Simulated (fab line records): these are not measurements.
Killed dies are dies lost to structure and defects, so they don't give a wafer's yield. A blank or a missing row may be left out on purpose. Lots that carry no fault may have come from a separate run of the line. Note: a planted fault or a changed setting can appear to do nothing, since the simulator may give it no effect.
Split-lot study | flow n5Finfet | 21 wafers read across 7 lots, on a route 1938 steps long

THE SPLIT
At N5_BEOL_M12_COAT_04 (resist thk 400 nm), the setting spinRpm was moved away from the recipe's 1625 rpm on 7 of the 21 wafers read, by -4.4% to +10.0%. This setting was run at the recipe's value on the other wafers.

FROM THE SPLIT TO THE READING: what the file shows between them, 4 steps
- N5_BEOL_M12_EBR_06
- N5_BEOL_M12_SOFTBAKE_05: time 60 s
- N5_BEOL_M12_DESCUM_15: chemistry O2, time 7.9 s
- N5_BEOL_M12_ETCH_59: etches BARC in N2/H2, target depth 89 nm, overetch 26.7 nm, time 67.9 s

THE READING
coat_of_BEOL_M12_COAT_04.thkNm (the simulator's own value, which no gauge read), in nm, at N5_BEOL_M12_VIA_ETCH_16 (etches SiOC in C4F8/O2/Ar, target depth 724.8 nm). The file gives no usual value for it. Across the 14 wafers here that went through the recipe, the average is 124.2 nm and the standard deviation 2.2 nm.

wafer  | tool, chamber at the split | spinRpm as run, rpm | against the recipe | coat_of_BEOL_M12_COAT_04.thkNm, nm | against lot-mates on the recipe
L078.2 | lithoTrack-03, 0           | 1788                | +10.0%             | 105.8                              | -16.7
L078.3 | lithoTrack-03, 0           | 1625                | recipe             | 123.4                              | -
L078.4 | lithoTrack-03, 0           | 1625                | recipe             | 121.6                              | -
L079.3 | lithoTrack-01, 0           | 1554                | -4.4%              | 136.2                              | +12.8
L079.4 | lithoTrack-01, 0           | 1554                | -4.4%              | 133.4                              | +10.0
L079.6 | lithoTrack-01, 0           | 1625                | recipe             | 123.4                              | -
L085.2 | lithoTrack-05, 0           | 1625                | recipe             | 122.6                              | -
L085.3 | lithoTrack-05, 0           | 1672                | +2.9%              | 122.4                              | -0.2
L085.6 | lithoTrack-05, 0           | 1672                | +2.9%              | 118.4                              | -4.2
L089.1 | lithoTrack-05, 0           | 1691                | +4.1%              | 118.4                              | -4.1
L089.3 | lithoTrack-05, 0           | 1625                | recipe             | 121.8                              | -
L089.5 | lithoTrack-05, 0           | 1625                | recipe             | 123.2                              | -
L090.3 | lithoTrack-01, 0           | 1625                | recipe             | 124.8                              | -
L090.6 | lithoTrack-01, 0           | 1625                | recipe             | 124.8                              | -
L090.5 | lithoTrack-01, 0           | 1625                | recipe             | 125.2                              | -
L088.2 | lithoTrack-01, 0           | 1762                | +8.4%              | 113.2                              | -13.3
L088.3 | lithoTrack-01, 0           | 1625                | recipe             | 128.4                              | -
L088.5 | lithoTrack-01, 0           | 1625                | recipe             | 124.6                              | -
L093.2 | lithoTrack-01, 0           | 1625                | recipe             | 129.4                              | -
L093.3 | lithoTrack-01, 0           | 1625                | recipe             | 123.4                              | -
L093.5 | lithoTrack-01, 0           | 1625                | recipe             | 122.6                              | -

FIT RESULTS
A straight line over all 21 wafers: coat_of_BEOL_M12_COAT_04.thkNm changes by -1.76 nm for each +1% of spinRpm; r = -0.93; the points scatter about the line by 2.4 nm.
The same after taking each lot's own level away (the mean of its wafers on the recipe; 21 wafers): -1.75 nm for each +1%; r = -0.94; scatter 2.2 nm.
On that fit, the largest move of spinRpm shifts the reading by 18 nm.
From 122.50 to 126.50 nm: that is the span of the lots' own levels, equal to 1.8 times the standard deviation above.
So the lot-to-lot level changes the slope little: the two slopes agree.
Check: for one of the wafers moved furthest among these (+10.0%), held out of the fit, the line's prediction against its lot-mates is -16.7 nm. It came out at -16.7 nm against them.

ADDITIONAL SPLITS CARRIED BY THESE WAFERS
Before the reading, these wafers also passed through other splits. Each is held against what the fit with the lots' levels taken away leaves over:
other split on the same wafers  | wafers away from the commonest value | r with coat_of_BEOL_M12_COAT_04.thkNm (lot level and that fit taken away)
N5_BEOL_M9_ILD_DEP_00 timeS     | 6                                    | -0.05
N5_BEOL_M9_HM_DEP_02 targetThkA | 7                                    | +0.22
N5_BEOL_M9_TRENCH_ETCH_37 timeS | 7                                    | +0.41
N5_BEOL_M11_ILD_DEP_00 timeS    | 6                                    | -0.08

THE WHOLE CHAIN: every reading that the file lists as answering this split, in the file's order
step                    | what it does                                     | reading                                                                         | change (the file's fit)              | r (the file's)
N5_BEOL_M12_COAT_04     | resist thk 400 nm                                | coat_of_BEOL_M12_COAT_04.thkNm (the simulator's own value, which no gauge read) | -1.9 nm for each +1% of the setting  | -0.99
N5_BEOL_M12_VIA_ETCH_16 | etches SiOC in C4F8/O2/Ar, target depth 724.8 nm | coat_of_BEOL_M12_COAT_04.thkNm (the simulator's own value, which no gauge read) | -1.63 nm for each +1% of the setting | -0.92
N5_BEOL_M12_STRIP_63    | strips in N2/H2                                  | stripTimeToEndpointS                                                            | withheld for each +1% of the setting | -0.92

FILE'S OWN FIT
coat_of_BEOL_M12_COAT_04.thkNm changes by -1.63 nm for each +1% of spinRpm, r = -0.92.
